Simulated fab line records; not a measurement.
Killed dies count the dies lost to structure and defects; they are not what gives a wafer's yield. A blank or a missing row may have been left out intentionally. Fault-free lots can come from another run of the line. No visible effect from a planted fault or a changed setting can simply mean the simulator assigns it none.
fab line records	flow n5Finfet
[record] lots = 6	wafers = 18	lastDay = 18
route steps=1938 shown BEOL_M0_SAQP@659 BEOL_M4@1111
lots untouched by any fault: they come from a run of this same line in which no faults occurred
startH: hours from the record's first day to the start of the lot's first wafer shown	waitH: hours from the lot's prior step to this one	" as in the row above	L1.1+2: a row that stands for several wafers	- no value present, or no start provided	* or withheld: withheld	< > ~ a bound
route shown NAME@n: names a module that has steps shown in the file, with the first one's number in the route	usual: mean and standard deviation over wafers with no fault	same: alike in all rows	chamber/n: place in a boat	sites: readings site by site	_std_site: standard deviation of those values	_edge_site: outer sites' mean less inner sites'	radiusMm: for every site, how far away it sits from the centre of the wafer	mask NAME#n: copy n	behind: the most recent tool/chamber to have shaped the wafer	hold: why the lot went on hold/how many hours it stayed there/how the hold came to an end	device: transistor that didn't switch, given as n, p or np	end of line: at the end of the route, the tests of the same wafers	where a step has no rows: the recipe by itself	killed: the dies lost at the first sort to structure and to defects; this is not the yield of the wafer	map: a wafer's dies, x killed, . not, _ none there
set.NAME: the setting that was run; set.NAME@STEP: the one run at that earlier step	model.NAME: the simulator's own value behind a step, which no gauge read
lots seen at some steps along the route; tables by step, rows by wafer
services: the hour from which a tool's chamber was out of use, counted from the record's first day as startH (under 0 if before that day), plus the number of hours and why
[[steps]]
[step N5_BEOL_M0_SAQP_STRIP_86]
[recipe] chemistry = N2/H2	powerW = 500	tempC = 40	pressureMtorr = 50	rfFrequencyHz = 6e+07	overashFraction = 0.3	biasPowerW = 28	h2Frac = 0.5	n2FlowSccm = 300	h2FlowSccm = 300
[step N5_BEOL_M0_SAQP_STRIP_115]
[recipe] chemistry = postEtchResidueRemover	timeS = 60	tempC = 25	removerPh = withheld	removerWaterWtPct = withheld	removerFluorideWtPct = withheld
[step N5_BEOL_M0_SAQP_SRD_93]
[recipe] dry = ipaMarangoni	timeS = 30	tempC = 23	rinseLiquid = diw
[step N5_BEOL_M0_SAQP_RECESS_114]
[recipe] chemistry = HF/NH3	target = SiO2	targetDepthA = 144	afsCycles = 3	tempC = 30	sublimationTempC = 180	sublimationTimeS = 60
[usual] drypumpMotorCurrentA = 5.3/0.41
lot.wafer	tool	chamber	startH	waitH	drypumpMotorCurrentA
L956.1	vaporEtch-01	1	152.20	0.0	4.7
L956.2	"	0	"	"	5.5
L956.5	"	1	"	"	4.7
L961.2	vaporEtch-01	0	183.45	0.0	5.5
L961.3	"	1	"	"	4.7
L961.4	"	0	"	"	5.5
L963.2	vaporEtch-02	1	198.19	0.0	5.4
L963.4	"	0	"	"	5.8
L963.6	"	0	"	"	5.8
L964.4	vaporEtch-02	1	199.36	0.1	5.5
L964.5	"	1	"	"	5.5
L964.6	"	0	"	"	5.8
L966.1	vaporEtch-02	1	215.11	0.0	5.4
L966.4	"	1	"	"	5.4
L966.6	"	1	"	"	5.4
L972.1	vaporEtch-02	1	245.92	0.3	5.4
L972.4	"	1	"	"	5.4
L972.6	"	0	"	"	5.8
[step N5_BEOL_M0_SAQP_SPACER1_ALD_98]
[recipe] material = SiO2	targetThkA = 128	tempC = 300	aldPrecursorFamily = BDEAS	aldCoReactant = O2-plasma	pulseTimeS = 1	purgeTimeS = 2	coReactantPurgeTimeS = 2	aldCycles = 138	pressureTorr = 2
[usual] chamberPressureTorr = 2.000/0.0045	heaterPowerW = 492/45	precursorPulseHeightRel = 1.000/0.018	susceptorTempC = 300.02/0.19
lot.wafer	tool	chamber	startH	waitH	chamberPressureTorr	heaterPowerW	precursorPulseHeightRel	susceptorTempC
L956.1	aldSin-02	1	152.94	0.6	2.005	438	1.026	300.15
L956.2	"	0	"	"	2.002	472	0.979	300.08
L956.5	"	2	"	"	2.004	483	1.019	300.08
L961.2	aldSin-02	2	183.83	0.3	2.008	479	1.018	299.69
L961.3	"	3	"	"	1.992	570	0.986	300.34
L961.4	"	0	"	"	2.003	462	0.984	300.11
L963.2	aldSin-02	1	198.58	0.3	2.005	432	1.029	299.78
L963.4	"	2	"	"	2.002	493	1.031	300.04
L963.6	"	0	"	"	2.000	468	1.024	300.22
L964.4	aldSin-02	3	199.63	0.1	1.997	575	1.047	299.98
L964.5	"	0	"	"	2.000	465	1.001	299.96
L964.6	"	1	"	"	1.998	439	0.977	299.78
L966.1	aldSin-01	3	215.72	0.5	1.994	508	0.989	299.96
L966.4	"	0	"	"	1.997	469	0.970	300.12
L966.6	"	0	"	"	2.003	461	1.000	299.83
L972.1	aldSin-02	1	246.30	0.3	1.997	443	0.988	300.06
L972.4	"	2	"	"	2.003	496	1.007	300.23
L972.6	"	2	"	"	1.999	483	1.012	300.11
[step N5_BEOL_M0_SAQP_SPACER1_ETCHBACK_99]
[recipe] chemistry = CHF3/O2	mode = anisotropicEtchback	target = SiO2	targetDepthA = 154	timeS = 7.7	pressureMtorr = 30	sourceW = 650	biasW = 170	Ar_flow_sccm = 200	CHF3_flow_sccm = 50	O2_flow_sccm = 5	ionEnergyEv = 200
[usual] CHF3_flow_sccm = 50.01/0.16	drypumpMotorCurrentA = 5.5/0.54	oesProductAu = 0.75/0.051	rfVppV = 523/4.7	showerheadPlenumPTorr = 2.38/0.094	throttleValvePct = 18.85/0.21
lot.wafer	tool	chamber	startH	waitH	CHF3_flow_sccm	drypumpMotorCurrentA	oesProductAu	rfHoursCounterH	rfVppV	showerheadPlenumPTorr	throttleValvePct
L956.1	rieDiel-02	1	153.43	0.3	49.94	6.3	0.78	142	519	2.32	18.71
L956.2	"	2	"	"	49.82	5.1	0.76	151	521	2.32	18.83
L956.5	"	2	"	"	49.89	5.1	0.76	-	521	2.32	18.82
L961.2	rieDiel-02	2	184.31	0.3	50.30	5.1	0.74	160	522	2.31	18.84
L961.3	"	3	"	"	50.18	5.9	0.77	140	527	2.42	18.84
L961.4	"	1	"	"	49.91	6.3	0.78	150	519	2.31	18.70
L963.2	rieDiel-01	2	199.05	0.3	50.25	6.3	0.72	164	525	2.40	18.72
L963.4	"	3	"	"	49.97	5.7	0.70	240	522	2.38	19.01
L963.6	"	1	"	"	49.98	4.7	0.70	-	525	2.50	19.19
L964.4	rieDiel-01	1	200.15	0.3	50.18	4.7	0.71	196	526	2.50	19.19
L964.5	"	0	"	"	50.01	5.4	0.79	-	519	2.24	18.70
L964.6	"	3	"	"	49.92	5.7	0.69	-	521	2.39	19.00
L966.1	rieDiel-01	2	216.26	0.3	50.11	6.3	0.72	169	525	2.39	18.74
L966.4	"	3	"	"	49.89	5.7	0.70	246	521	2.38	19.01
L966.6	"	1	"	"	50.33	4.7	0.70	-	525	2.50	19.22
L972.1	rieDiel-06	2	246.78	0.3	50.12	5.0	0.73	175	511	2.31	18.93
L972.4	"	0	"	"	50.03	5.5	0.71	177	533	2.41	19.27
L972.6	"	0	"	"	50.14	5.5	0.71	-	534	2.41	19.29
[step N5_BEOL_M0_SAQP_MANDREL1_REMOVE_100]
[recipe] chemistry = HBr/Cl2/O2	btTimeS = 10	target = a-Si	stopOn = SiNx	endpoint = OES-SiCl	overEtchFrac = 0.85	icpW = 600	biasW = 30	HBr_flow_sccm = 150	Cl2_flow_sccm = 80	O2_flow_sccm = 5	pressureMtorr = 10
[step N5_BEOL_M0_SAQP_CD_MEAS_25]
[recipe] targetCdNm = 13.1	landingEnergyEv = 1000	detector = seInlens
[usual] cdNm = 12.77/0.22
lot.wafer	tool	chamber	startH	waitH	cdNm
L956.1	cdSem-02	0	153.63	0.1	13.01
L956.2	"	0	"	"	12.83
L956.5	"	0	"	"	12.63
L961.2	cdSem-03	0	184.51	0.1	12.72
L961.3	"	0	"	"	12.97
L961.4	"	0	"	"	12.64
L963.2	cdSem-01	0	199.25	0.1	12.59
L963.4	"	0	"	"	12.85
L963.6	"	0	"	"	12.61
L964.4	cdSem-02	0	200.35	0.1	12.95
L964.5	"	0	"	"	12.49
L964.6	"	0	"	"	12.68
L966.1	cdSem-02	0	216.45	0.1	12.96
L966.4	"	0	"	"	12.60
L966.6	"	0	"	"	12.96
L972.1	cdSem-03	0	246.98	0.1	12.85
L972.4	"	0	"	"	12.78
L972.6	"	0	"	"	12.64
[step N5_BEOL_M0_SAQP_ETCH_101]
[recipe] chemistry = CH3F/O2	target = SiNx	maskMaterial = SiO2	targetDepthA = 299	timeS = 42.7	pressureMtorr = 30	sourceW = 395	biasW = 73	Ar_flow_sccm = 150	CH3F_flow_sccm = 30	O2_flow_sccm = 20	ionEnergyEv = 120
[step N5_BEOL_M0_SAQP_ETCH_102]
[recipe] chemistry = CF4	target = SiO2	targetDepthA = 40	ionEnergyEv = 350	timeS = 4.4	pressureMtorr = 10	icpW = 800	biasW = 400	cf4FlowSccm = 80
[step N5_BEOL_M0_SAQP_MANDREL_ETCH_103]
[recipe] chemistry = HBr/Cl2	target = a-Si	targetDepthA = 450	btTimeS = 10	stopOn = SiCN	maskMaterial = SiO2	overEtchFrac = 0.8	timeS = 27	pressureMtorr = 10	icpW = 800	biasW = 75	HBr_flow_sccm = 150	Cl2_flow_sccm = 80	ends = endPoint
[step N5_BEOL_M0_SAQP_RECESS_104]
[recipe] chemistry = HF/NH3	target = SiO2	targetDepthA = 180	afsCycles = 3	tempC = 30	sublimationTempC = 180	sublimationTimeS = 60
[usual] drypumpMotorCurrentA = 5.4/0.37
lot.wafer	tool	chamber	startH	waitH	drypumpMotorCurrentA
L956.1	vaporEtch-01	1	154.11	0.1	4.7
L956.2	"	0	"	"	5.5
L956.5	"	0	"	"	5.5
L961.2	vaporEtch-01	0	184.76	0.1	5.5
L961.3	"	0	"	"	5.5
L961.4	"	1	"	"	4.7
L963.2	vaporEtch-02	0	199.60	0.1	5.8
L963.4	"	0	"	"	5.8
L963.6	"	0	"	"	5.8
L964.4	vaporEtch-02	1	200.79	0.2	5.5
L964.5	"	1	"	"	5.5
L964.6	"	0	"	"	5.8
L966.1	vaporEtch-02	1	216.80	0.1	5.5
L966.4	"	0	"	"	5.8
L966.6	"	0	"	"	5.8
L972.1	vaporEtch-02	0	247.23	0.1	5.7
L972.4	"	1	"	"	5.4
L972.6	"	0	"	"	5.8
[step N5_BEOL_M0_SAQP_COAT_105]
[recipe] resist = SOC	tempC = 250	timeS = 60	spinRpm = 1500	resistThkNm = 100
[usual] dispensePressureKPa = 49/6.4	spinSpeedRpm = 1500.0/1
lot.wafer	tool	chamber	startH	waitH	dispensePressureKPa	spinSpeedRpm	model.SOC_of_BEOL_M0_SAQP_COAT_105.thkNm
L956.1	lithoTrack-02	0	154.49	0.3	56	1498.2	100.2
L956.2	"	0	"	"	56	1499.0	100.2
L956.5	"	0	"	"	56	1500.1	100.2
L961.2	lithoTrack-05	0	185.15	0.3	41	1499.8	100.6
L961.3	"	0	"	"	41	1500.6	100
L961.4	"	0	"	"	41	1499.4	100.4
L963.2	lithoTrack-05	0	199.99	0.3	41	1219.1	110.6
L963.4	"	0	"	"	41	1218.2	110.8
L963.6	"	0	"	"	41	1217.6	110.8
L964.4	lithoTrack-05	0	201.06	0.2	41	1218.3	111
L964.5	"	0	"	"	41	1217.8	111.2
L964.6	"	0	"	"	41	1217.9	111
L966.1	lithoTrack-02	0	217.19	0.3	56	1500.2	100.6
L966.4	"	0	"	"	56	1500.6	100.4
L966.6	"	0	"	"	56	1498.2	100.4
L972.1	lithoTrack-02	0	247.62	0.3	56	1500.6	100.4
L972.4	"	0	"	"	56	1500.3	100.6
L972.6	"	0	"	"	56	1500.9	100.4
[step N5_BEOL_M0_SAQP_ETCH_106]
[recipe] chemistry = N2/H2	target = SOC	targetDepthA = 1500	stopOn = SiNx	ionEnergyEv = 100	biasW = 61	pressureMtorr = 30	sourceW = 850	n2FlowSccm = 200	h2FlowSccm = 200
[step N5_BEOL_M0_SAQP_ETCH_107]
[recipe] chemistry = CH3F/O2	target = SiNx	targetDepthA = 300	maskMaterial = SOC	pressureMtorr = 30	sourceW = 395	biasW = 73	Ar_flow_sccm = 150	CH3F_flow_sccm = 30	O2_flow_sccm = 20	ionEnergyEv = 120
[usual] drypumpMotorCurrentA = 5.4/0.47	oesProductAu = 0.75/0.055	rfVppV = 296/3.6	showerheadPlenumPTorr = 1.97/0.077	throttleValvePct = 16.34/0.19
lot.wafer	tool	chamber	startH	waitH	drypumpMotorCurrentA	oesProductAu	rfHoursCounterH	rfVppV	showerheadPlenumPTorr	throttleValvePct	model.SOC_of_BEOL_M0_SAQP_COAT_105.thkNm
L956.1	rieDiel-02	3	154.63	0.0	5.9	0.78	132	299	2.01	16.30	12.8
L956.2	"	0	"	"	5.3	0.88	39	300	2.12	15.97	12.6
L956.5	"	3	"	"	5.9	0.78	-	300	2.01	16.30	12.8
L961.2	rieDiel-06	2	185.27	0.0	5.0	0.73	155	290	1.92	16.39	13.4
L961.3	"	3	"	"	5.5	0.67	231	294	1.89	16.35	14.4
L961.4	"	0	"	"	5.5	0.73	158	303	2.00	16.68	15.6
L963.2	rieDiel-02	2	200.11	0.0	5.1	0.75	165	296	1.91	16.32	24
L963.4	"	3	"	"	5.9	0.78	145	298	2.00	16.32	22.8
L963.6	"	1	"	"	6.3	0.77	-	295	1.91	16.20	23
L964.4	rieDiel-06	1	201.18	0.0	4.9	0.76	150	290	1.92	16.40	24.6
L964.5	"	0	"	"	5.6	0.72	-	304	2.00	16.70	26.8
L964.6	"	1	"	"	5.0	0.76	-	292	1.92	16.38	24.6
L966.1	rieDiel-06	3	217.51	0.0	5.6	0.66	242	295	1.89	16.36	14.8
L966.4	"	1	"	"	4.9	0.75	155	292	1.92	16.40	13.4
L966.6	"	1	"	"	4.9	0.75	-	291	1.92	16.41	13.2
L972.1	rieDiel-02	3	247.74	0.0	5.9	0.76	160	299	2.00	16.36	12.8
L972.4	"	0	"	"	5.2	0.84	67	299	2.11	16.02	13.2
L972.6	"	1	"	"	6.3	0.76	-	293	1.91	16.21	12.8
[step N5_BEOL_M0_SAQP_STRIP_108]
[recipe] chemistry = N2/H2	powerW = 500	tempC = 40	pressureMtorr = 50	rfFrequencyHz = 6e+07	overashFraction = 0.3	biasPowerW = 28	h2Frac = 0.5	n2FlowSccm = 300	h2FlowSccm = 300
[usual] drypumpMotorCurrentA = 5.4/0.48	oesProductAu = 0.75/0.054	rfVppV = 121.7/1	showerheadPlenumPTorr = 3.30/0.12	throttleValvePct = 18.99/0.29
lot.wafer	tool	chamber	startH	waitH	drypumpMotorCurrentA	oesProductAu	rfHoursCounterH	rfVppV	showerheadPlenumPTorr	throttleValvePct
L956.1	rieDiel-02	3	154.67	0.0	5.9	0.77	132	121.7	3.37	18.75
L956.2	"	0	"	"	5.2	0.88	39	123.6	3.56	18.85
L956.5	"	3	"	"	5.9	0.77	-	122.8	3.37	18.74
L961.2	rieDiel-06	2	185.31	0.0	5.0	0.74	155	120.0	3.22	18.82
L961.3	"	3	"	"	5.6	0.67	231	121.3	3.19	19.33
L961.4	"	0	"	"	5.5	0.72	158	123.2	3.36	19.59
L963.2	rieDiel-02	2	200.15	0.0	5.1	0.75	165	120.8	3.22	18.93
L963.4	"	3	"	"	5.9	0.76	145	123.1	3.36	18.78
L963.6	"	1	"	"	6.3	0.78	-	121.4	3.23	18.85
L964.4	rieDiel-06	1	201.22	0.0	5.0	0.76	150	120.5	3.23	18.77
L964.5	"	0	"	"	5.5	0.73	-	121.3	3.35	19.61
L964.6	"	1	"	"	5.0	0.76	-	121.4	3.23	18.77
L966.1	rieDiel-06	3	217.55	0.0	5.6	0.66	242	119.3	3.18	19.33
L966.4	"	1	"	"	5.0	0.76	155	122.0	3.23	18.77
L966.6	"	1	"	"	4.9	0.76	-	120.8	3.23	18.76
L972.1	rieDiel-02	3	247.78	0.0	5.9	0.75	161	121.2	3.35	18.80
L972.4	"	0	"	"	5.3	0.84	67	122.4	3.54	18.88
L972.6	"	1	"	"	6.3	0.76	-	121.1	3.22	18.88
[step N5_BEOL_M4_RC_MEAS_101]
[usual] DIBL_N = 36.5/1.4	DIBL_P = 36.9/1.7	IOFF_N = 0.163/0.023	IOFF_P = 0.22/0.032	ION_N = 673/9	ION_P = 462/7.5	SS_N = 71.6/0.54	SS_P = 73.4/0.62	VT_N = 249.8/2.8	VT_P = -250/3.5
lot.wafer	tool	chamber	startH	waitH	DIBL_N[mV/V]	DIBL_P[mV/V]	IOFF_N[nA/um]	IOFF_P[nA/um]	ION_N[uA/um]	ION_P[uA/um]	SS_N[mV/dec]	SS_P[mV/dec]	VT_N[mV]	VT_P[mV]
L956.1	prober-01	0	210.67	0.0	38.9	38.9	0.203	0.24	691	460	72.4	74.7	245.2	-249
L956.2	"	0	"	"	34.2	33.7	0.127	0.16	656	451	71.7	72.0	254.4	-255
L956.5	"	0	"	"	35.4	35.7	0.148	0.18	670	460	71.7	72.7	247.3	-256
L961.2	prober-02	0	245.77	0.2	35.2	34.9	0.137	0.19	676	460	70.7	72.8	252.8	-253
L961.3	"	0	"	"	35.3	34.9	0.141	0.20	666	461	70.8	72.9	253.7	-248
L961.4	"	0	"	"	36.9	37.8	0.178	0.24	680	467	71.6	73.4	248.0	-251
L964.4	prober-01	0	251.01	0.5	36.0	36.3	0.151	0.20	684	466	71.3	73.4	250.4	-251
L964.5	"	0	"	"	37.1	37.4	0.179	0.22	689	470	71.8	73.4	247.2	-250
L964.6	"	0	"	"	37.4	38.5	0.187	0.25	678	468	71.8	74.0	247.0	-248
L963.2	prober-02	0	258.94	0.2	37.3	38.2	0.175	0.24	669	470	71.9	73.6	250.3	-247
L963.4	"	0	"	"	39.0	40.7	0.220	0.30	691	478	71.2	74.4	243.9	-245
L963.6	"	0	"	"	37.0	38.4	0.173	0.25	680	471	71.3	73.1	249.1	-246
L966.1	prober-02	0	276.53	0.0	36.5	38.4	0.171	0.22	669	457	71.6	73.4	248.7	-248
L966.4	"	0	"	"	36.6	38.5	0.178	0.23	683	469	72.6	72.7	249.9	-249
L966.6	"	0	"	"	36.5	38.4	0.169	0.22	681	467	71.5	73.4	249.4	-252
L972.1	prober-02	0	303.67	0.0	36.8	35.8	0.174	0.24	670	468	71.3	73.7	247.3	-249
L972.4	"	0	"	"	36.5	34.9	0.172	0.23	662	455	72.4	73.5	248.9	-249
L972.6	"	0	"	"	35.4	34.1	0.147	0.22	671	462	71.2	72.8	249.3	-249
[[services]]
tool	chamber	startH	hours	kind
aldSin-01	3	144.39	2.6	repair
rieDiel-06	0	161.86	8.2	repair
aldSin-01	-	177.73	14.0	pm
aldSin-01	0	177.73	14.0	ventCycle
aldSin-01	1	177.73	18.1	ventCycle
aldSin-01	2	177.73	14.0	ventCycle
aldSin-01	3	177.73	14.0	ventCycle
vaporEtch-02	-	177.92	0.7	repair
aldSin-01	0	191.73	-	clean
lithoTrack-02	-	208.69	-	consumableReplace:filter
aldSin-02	2	226.08	7.9	repair
rieDiel-01	2	235.65	2.4	repair
rieDiel-01	3	236.99	5.4	repair
rieDiel-01	3	242.70	-	clean
rieDiel-01	3	242.70	-	consumableReplace:esc
rieDiel-01	3	242.70	-	consumableReplace:focusRing
rieDiel-01	3	242.70	18.6	scheduledDown
rieDiel-01	3	242.70	18.6	ventCycle
aldSin-01	2	243.11	20.8	repair
rieDiel-06	3	247.21	-	clean
rieDiel-06	3	247.21	-	consumableReplace:focusRing
rieDiel-06	3	247.21	-	consumableReplace:showerhead
rieDiel-06	3	247.21	23.3	scheduledDown
rieDiel-06	3	247.21	23.3	ventCycle
[[key]]
[firstSign] step = N5_BEOL_M0_SAQP_COAT_105	reading = spinSpeedRpm	direction = down	sigmas = 99+	usual = *	struck = *
effect none on later readings
[modelEffect] step = N5_BEOL_M0_SAQP_COAT_105	value = SOC_of_BEOL_M0_SAQP_COAT_105.thkNm	without = 99.93	struck = 110.9
[modelEffect] step = N5_BEOL_M0_SAQP_ETCH_107	value = SOC_of_BEOL_M0_SAQP_COAT_105.thkNm	without = 13.3	struck = 24.3
metAt N5_BEOL_M0_SAQP_COAT_105
struckWafers L963.2,L963.4,L963.6,L964.4,L964.5,L964.6
onsetBetween 185.15 199.99
[fault] kind = processParameterDrift	tool = lithoTrack-05	chamber = -	onsetH = 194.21	steps = N5_BEOL_M0_SAQP_COAT_105	channel = spinRpm	offset = *	shape = step	endH = 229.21	actsIn = *	stated = *
